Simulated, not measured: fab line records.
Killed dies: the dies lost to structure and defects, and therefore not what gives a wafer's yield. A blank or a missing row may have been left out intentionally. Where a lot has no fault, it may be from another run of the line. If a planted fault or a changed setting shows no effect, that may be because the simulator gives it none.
A struck lot beside a sound one -- flow n5-finfet -- 19 out of 1938 route steps
Sound: wafers L584.2, L584.3, L584.4. Wafers struck: L598.1, L598.4, L598.6. At the end, the cause is stated.
Per side, at each step with rows, come the tool, then ch with its chambers, and then its first start. Under that, the readings that differ: sound wafers -- struck wafers -- difference of the means -- sigmas: that difference in standard deviations of wafers without a fault.
alike: readings whose means differ by less than 2 such deviations, and words and numbers that are the same on both sides. not compared: withheld readings, readings that some wafer has no value for, bounds like >300 that may hide the same value, and numbers for which the record gives no deviation and whose values overlap.
A row with sigmas, a row that says differs or no value, or rows on one side alone: a step with any of these is where the two part. When numbers do not overlap yet have no deviation, they are printed without sigmas and do not part them. A reading that every wafer of one side lacks parts them only if that side has two wafers or more.

N5_BEOL_M14_ETCH_59: etches BARC in N2/H2, target depth 89 nm, overetch 26.7 nm, time 67.9 s.
  sound on rie-diel-01 ch 0,2,3, day 12 21:35; struck on rie-diel-01 ch 1,2, day 17 19:40
  alike: drypump-motor-current-A, n2-flow-sccm, oes-product-au, rf-vpp-V, showerhead-plenum-p-Torr, throttle-valve-pct
  not compared: rf-hours-counter-h
N5_BEOL_M14_VIA_ETCH_16: etches SiO2 in C4F8/O2/Ar, target depth 1231.3 nm.
  sound on rie-diel-01 ch 0,2,3, day 12 21:38; struck on rie-diel-01 ch 1,2, day 17 19:43
  alike: C4F8_flow_sccm, drypump-motor-current-A, he-outer-torr, oes_f_703_au, oes-product-au, rf-vpp-V, showerhead-plenum-p-Torr, throttle-valve-pct
N5_BEOL_M14_STRIP_63: strips in O2.
  sound: rie-diel-01 ch 0,2,3; struck: rie-diel-01 ch 1,2
  alike: drypump-motor-current-A, oes-product-au, rf-vpp-V, showerhead-plenum-p-Torr, throttle-valve-pct
  not compared: rf-hours-counter-h
N5_BEOL_M14_STRIP_64: strips in O2.
  sound: rie-diel-01 ch 0,2,3; struck: rie-diel-01 ch 1,2
  alike: drypump-motor-current-A, oes-product-au, rf-vpp-V, showerhead-plenum-p-Torr, throttle-valve-pct
  not compared: rf-hours-counter-h
then, 2 steps without rows for these wafers: N5_BEOL_M14_STRIP_71 (strips in post etch residue remover, time 60 s); N5_BEOL_M14_SRD_72 (time 30 s, dry time 30 s).
N5_BEOL_M14_CD_MEAS_17 targets a cd of 250 nm.
  sound on cd-sem-03 at day 12 21:59; struck on cd-sem-01 at day 17 20:04
  alike: cd-nm
then, 5 steps without rows for these wafers: N5_BEOL_M14_COAT_65 (time 60 s, resist thk 450 nm); N5_BEOL_M14_COAT_66 (time 60 s, resist thk 110 nm); N5_BEOL_M14_COAT_22 (resist thk 300 nm); N5_BEOL_M14_EBR_24; N5_BEOL_M14_SOFTBAKE_23 (time 60 s).
N5_BEOL_M14_EXPOSE_25: exposes mask M14, target cd 280 nm.
  sound on krf-scanner-01 ch 0, day 12 22:08; struck on krf-scanner-02 ch 0, day 17 20:21
reading,sound,struck,difference,sigmas
model.BEOL_M14.overlay-x-nm (nm),-2.6 -2.6 -2.6,27.8 27.8 27.8,+30.4,
  alike: mask
then, 3 steps without rows for these wafers: N5_BEOL_M14_PEB_26 (peb time 90 s); N5_BEOL_M14_DEVELOP_27 (develop time 45 s); N5_BEOL_M14_HARDBAKE_32 (time 120 s).
N5_BEOL_M14_CD_MEAS_28 targets a cd of 284.4 nm.
  sound on cd-sem-01 ch 0, day 12 22:19; struck on cd-sem-02 ch 0, day 17 20:31
  alike: cd-nm
N5_BEOL_M14_OVL_MEAS_29:
  sound on overlay-01 ch 0, day 12 22:20; struck on overlay-01 ch 0, day 17 20:33
reading,sound,struck,difference,sigmas
M14_OVL (nm),-5 0 1,27 25 23,+26,+6
N5_BEOL_M14_INSPECT_30: inspects for defects (macro).
  sound on defect-inspect-02 at day 12 22:22; struck on defect-inspect-01 at day 17 20:34
  alike: raw-defect-count

== WHERE THEY PART ==
Only at N5_BEOL_M14_OVL_MEAS_29, as far as this record shows. Later steps at which nothing parts them and some readings are alike: N5_BEOL_M14_INSPECT_30.

WHY: what the simulator had put in
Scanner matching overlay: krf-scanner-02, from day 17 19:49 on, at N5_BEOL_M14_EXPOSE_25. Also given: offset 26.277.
